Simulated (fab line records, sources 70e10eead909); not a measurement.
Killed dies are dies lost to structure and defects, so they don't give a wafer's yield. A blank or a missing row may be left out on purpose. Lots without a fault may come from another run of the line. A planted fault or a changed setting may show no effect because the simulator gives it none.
Which tool did it? | flow nand_harc | 12 lots, 36 wafers sampled, at 6 steps of a route of 1302

WHAT THE GAUGES READ, wafer by wafer
NHARC_P_ZERO_WELL_CD_MEAS_37: target cd 720 nm.
lot  | measured     | on        | cd_nm (nm)
L293 | day 2 00:23  | cd_sem-01 | 719.5 720.7 720.4
L294 | day 2 12:51  | cd_sem-02 | 717.8 718.0 717.9
L295 | day 2 19:58  | cd_sem-01 | 719.2 718.6 718.0
L299 | day 4 12:05  | cd_sem-01 | 720.0 722.6 719.9
L307 | day 7 20:00  | cd_sem-03 | 718.8 717.6 719.5
L308 | day 8 06:05  | cd_sem-03 | 719.2 722.9 721.5
L309 | day 8 16:13  | cd_sem-03 | 719.4 718.6 718.4
L311 | day 9 12:17  | cd_sem-03 | 720.8 721.8 719.1
L313 | day 10 08:14 | cd_sem-03 | 717.6 719.1 719.3
L314 | day 10 18:08 | cd_sem-03 | 720.0 719.3 721.2
L315 | day 11 04:08 | cd_sem-02 | 719.0 720.4 719.8
L316 | day 11 14:14 | cd_sem-02 | 718.7 720.3 719.5

NHARC_P_ZERO_WELL_CD_MEAS_52: target cd 2000 nm.
lot  | measured     | on        | cd_nm (nm)
L293 | day 2 01:55  | cd_sem-01 | 1998.3 2000.9 1996.8
L294 | day 2 14:29  | cd_sem-02 | 2001.7 2000.8 2002.2
L295 | day 2 21:36  | cd_sem-01 | 2000.0 1998.4 1996.6
L299 | day 4 13:37  | cd_sem-02 | 1883.1 1884.5 1885.5
L307 | day 7 21:32  | cd_sem-01 | 2003.1 2000.4 1998.3
L308 | day 8 07:43  | cd_sem-02 | 1997.9 1999.5 1999.3
L309 | day 8 17:44  | cd_sem-01 | 2000.5 1999.2 1998.1
L311 | day 9 13:47  | cd_sem-02 | 2001.6 1999.2 2002.4
L313 | day 10 09:45 | cd_sem-02 | 1999.7 2002.0 1996.9
L314 | day 10 19:46 | cd_sem-03 | 2001.8 2000.8 1997.6
L315 | day 11 05:46 | cd_sem-02 | 2001.0 2000.9 1997.6
L316 | day 11 15:46 | cd_sem-02 | 1999.5 2002.2 1999.3

NHARC_END_SORT_01.
lot  | measured     | on        | killed_at_array | killed_at_other | killed_at_periphery | killed_dies | killed_open | killed_short
L299 | day 27 12:20 | prober-01 | 34              | 2               | 5                   | 41          | 3           | 3
L307 | day 30 17:14 | prober-01 | 74 76 75        | 0 1 2           | 4 2 4               | 78 79 81    | 3 2 8       | 2 4 1
L309 | day 31 19:52 | prober-01 | 85 60 80        | 0 0 0           | 4 4 9               | 89 64 89    | 3 3 4       | 3 0 2

WHICH TOOL RAN EACH LOT (tool, then ch and the chambers of the sampled wafers, then the start)
lot  | NHARC_P_ZERO_WELL_EXPOSE_49       | NHARC_P_STI_DESCUM_14              | NHARC_P_STI_ETCH_42
L293 | krf_scanner-03 ch 0, day 2 01:45  | rie_diel-12 ch 1,2,3, day 2 20:02  | rie_diel-12 ch 0,2,3, day 2 20:07
L294 | krf_scanner-04 ch 0, day 2 14:20  | rie_diel-09 ch 1,2,3, day 3 08:38  | rie_diel-09 ch 1,2,3, day 3 08:44
L295 | krf_scanner-02 ch 0, day 2 21:26  | rie_diel-12 ch 0,2, day 3 19:43    | rie_diel-12 ch 0,2,3, day 3 19:49
L299 | krf_scanner-02 ch 0, day 4 13:27  | rie_diel-09 ch 0,1,2, day 5 10:11  | rie_diel-09 ch 1,3, day 5 10:16
L307 | krf_scanner-03 ch 0, day 7 21:22  | rie_diel-07 ch 0,1,3, day 8 18:26  | rie_diel-07 ch 0,1, day 8 18:30
L308 | krf_scanner-02 ch 0, day 8 07:33  | rie_diel-07 ch 0,1,3, day 9 02:53  | rie_diel-07 ch 0,1,3, day 9 02:59
L309 | krf_scanner-02 ch 0, day 8 17:35  | rie_diel-07 ch 0,1, day 9 10:32    | rie_diel-07 ch 0,3, day 9 10:37
L311 | krf_scanner-02 ch 0, day 9 13:38  | rie_diel-09 ch 0,1,2, day 10 10:02 | rie_diel-09 ch 1,2,3, day 10 10:08
L313 | krf_scanner-02 ch 0, day 10 09:36 | rie_diel-09 ch 0,1,3, day 11 02:32 | rie_diel-09 ch 0,1,2, day 11 02:38
L314 | krf_scanner-03 ch 0, day 10 19:37 | rie_diel-09 ch 0,1,3, day 11 14:50 | rie_diel-09 ch 0,1,2, day 11 14:55
L315 | krf_scanner-02 ch 0, day 11 05:37 | rie_diel-12 ch 0,1,2, day 11 22:14 | rie_diel-12 ch 0,1,2, day 11 22:20
L316 | krf_scanner-02 ch 0, day 11 15:36 | rie_diel-09 ch 1,2, day 12 08:21   | rie_diel-09 ch 0,2, day 12 08:26
- NHARC_P_ZERO_WELL_EXPOSE_49: exposes mask P HVPW, target cd 2000 nm.
- NHARC_P_STI_DESCUM_14: chemistry O2, time 3 s.
- NHARC_P_STI_ETCH_42: etches the open film in N2/H2, target depth 80 nm, overetch 24 nm, time 61 s.

WHAT THE TOOLS THEMSELVES READ (means of the sampled wafers that have a number; where no wafer has one, the mark that the record gives instead)
NHARC_P_STI_DESCUM_14.
lot  | tool        | drypump_motor_current_A (A) | oes_product_au (a.u.) | rf_vpp_V (V) | showerhead_plenum_p_Torr (Torr) | throttle_valve_pct (%)
L293 | rie_diel-12 | 5.7                         | 0.996                 | 57.4         | 1.89                            | 11.315
L294 | rie_diel-09 | 6.0                         | 0.998                 | 56.9         | 1.84                            | 11.311
L295 | rie_diel-12 | 5.5                         | 0.990                 | 58.0         | 1.96                            | 11.316
L299 | rie_diel-09 | 6.3                         | 0.998                 | 57.2         | 1.82                            | 11.307
L307 | rie_diel-07 | 5.7                         | 1.008                 | 56.4         | 1.88                            | 11.313
L308 | rie_diel-07 | 5.7                         | 1.004                 | 56.9         | 1.88                            | 11.309
L309 | rie_diel-07 | 5.8                         | 0.992                 | 57.8         | 1.89                            | 11.303
L311 | rie_diel-09 | 6.3                         | 1.002                 | 56.9         | 1.82                            | 11.308
L313 | rie_diel-09 | 6.0                         | 1.010                 | 57.7         | 1.84                            | 11.318
L314 | rie_diel-09 | 6.0                         | 1.000                 | 57.7         | 1.84                            | 11.325
L315 | rie_diel-12 | 5.6                         | 0.993                 | 57.4         | 1.88                            | 11.312
L316 | rie_diel-09 | 5.8                         | 1.004                 | 56.9         | 1.81                            | 11.315

NHARC_P_STI_ETCH_42.
lot  | tool        | drypump_motor_current_A (A) | oes_product_au (a.u.) | rf_vpp_V (V) | showerhead_plenum_p_Torr (Torr) | throttle_valve_pct (%)
L293 | rie_diel-12 | 5.6                         | 1.004                 | 431.7        | 2.09                            | 14.176
L294 | rie_diel-09 | 6.0                         | 0.998                 | 427.1        | 1.96                            | 14.168
L295 | rie_diel-12 | 5.7                         | 0.990                 | 432.3        | 2.09                            | 14.168
L299 | rie_diel-09 | 5.5                         | 0.990                 | 428.0        | 1.94                            | 14.171
L307 | rie_diel-07 | 5.7                         | 0.992                 | 429.6        | 2.01                            | 14.171
L308 | rie_diel-07 | 5.7                         | 0.987                 | 429.4        | 2.00                            | 14.172
L309 | rie_diel-07 | 5.8                         | 0.999                 | 430.7        | 2.03                            | 14.168
L311 | rie_diel-09 | 6.0                         | 1.008                 | 428.4        | 1.96                            | 14.171
L313 | rie_diel-09 | 6.3                         | 0.998                 | 427.6        | 1.94                            | 14.170
L314 | rie_diel-09 | 6.3                         | 0.994                 | 427.3        | 1.94                            | 14.160
L315 | rie_diel-12 | 5.6                         | 0.992                 | 429.2        | 2.00                            | 14.170
L316 | rie_diel-09 | 6.7                         | 1.000                 | 428.1        | 1.96                            | 14.176

THE ANSWER, worked out from the rows above alone
Rule: what is usual is taken from the lots themselves. Put in order of their means at a reading, lots are off if they are a third of the lots or fewer, leave a main group of 4 or more, and stand apart from it by a gap of 3 or more times the standard deviation of the main group's means; of several such gaps the widest counts. A main group whose means are all the same, to the digits that the tables above print for the reading, isn't used. A lot without any number at a reading at which 4 lots or more have one is off too. The other lots that the step has rows for count as sound. The gauges are gone through in route order, then the tools' own readings, and for those a lot's mean is taken as printed above. The first step at which some lot is off is used, and at that step the reading that is off furthest; a lot without a number counts as furthest.
Off: L299, at NHARC_P_ZERO_WELL_CD_MEAS_52 (cd_nm). The main group: mean 1999.8 nm, standard deviation 0.97.
A tool fits if, at a process step before that reading, it ran every lot that is off, and no sound lot after the first of them. The gauges at NHARC_P_ZERO_WELL_CD_MEAS_52 are tried like those tools. None of those tried fits.

WHAT THE SIMULATOR HAD PUT IN
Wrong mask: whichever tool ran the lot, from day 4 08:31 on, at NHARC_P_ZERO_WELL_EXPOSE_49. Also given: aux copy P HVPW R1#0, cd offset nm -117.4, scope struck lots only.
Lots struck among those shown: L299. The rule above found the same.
